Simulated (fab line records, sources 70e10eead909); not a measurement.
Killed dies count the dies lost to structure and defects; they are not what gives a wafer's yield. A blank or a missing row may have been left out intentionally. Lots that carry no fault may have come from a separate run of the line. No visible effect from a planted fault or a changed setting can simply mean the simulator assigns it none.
Matching of chambers    flow nand-harc    rie-diel-13 running NHARC_A_CONTACT_ETCH_88: 4 sister chambers
The step etches the open film in CF4, target depth 39 nm, time 65 s. 4 wafers are shown with their chamber, then 8 later ones without.

## EACH WAFER AND ITS CHAMBER
wafer   chamber  showerhead-plenum-p-Torr (Torr)
L080.4  2        1.85
L080.6  1        1.86
L083.5  3        1.82
L087.2  0        1.64

## WAFERS WITH NO CHAMBER GIVEN
wafer   showerhead-plenum-p-Torr (Torr)
L087.4  1.85
L087.6  1.64
L090.1  1.64
L090.4  1.84
L090.6  1.85
L096.1  1.81
L096.3  1.84
L096.6  1.81

## EACH ONE'S CHAMBER
wafer   from the rows above           in truth
L087.4  can't be placed: 2 or 1       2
L087.6  0                             0
L090.1  0                             0
L090.4  can't be placed: 2 or 1 or 3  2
L090.6  can't be placed: 2 or 1       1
L096.1  3                             3
L096.3  can't be placed: 2 or 1 or 3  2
L096.6  3                             3
Placed correctly: 4 of 8. Not placeable from these rows: 4 (in 4, the candidates include the true chamber). 0 placed wrongly.
How it was worked out, from the rows above alone: a wafer's distance from a chamber is the root of the sum, over the readings, of the square of ((its reading less the chamber's mean) divided by the reading's scatter). The wafer belongs to the nearest chamber; if the next one is less than 2 further off, it can't be placed. The mean given for a chamber averages the wafers shown for that chamber. The scatter: with one shown wafer a chamber, the root of the mean of the squares of how far each hidden wafer lies from its nearest shown one.
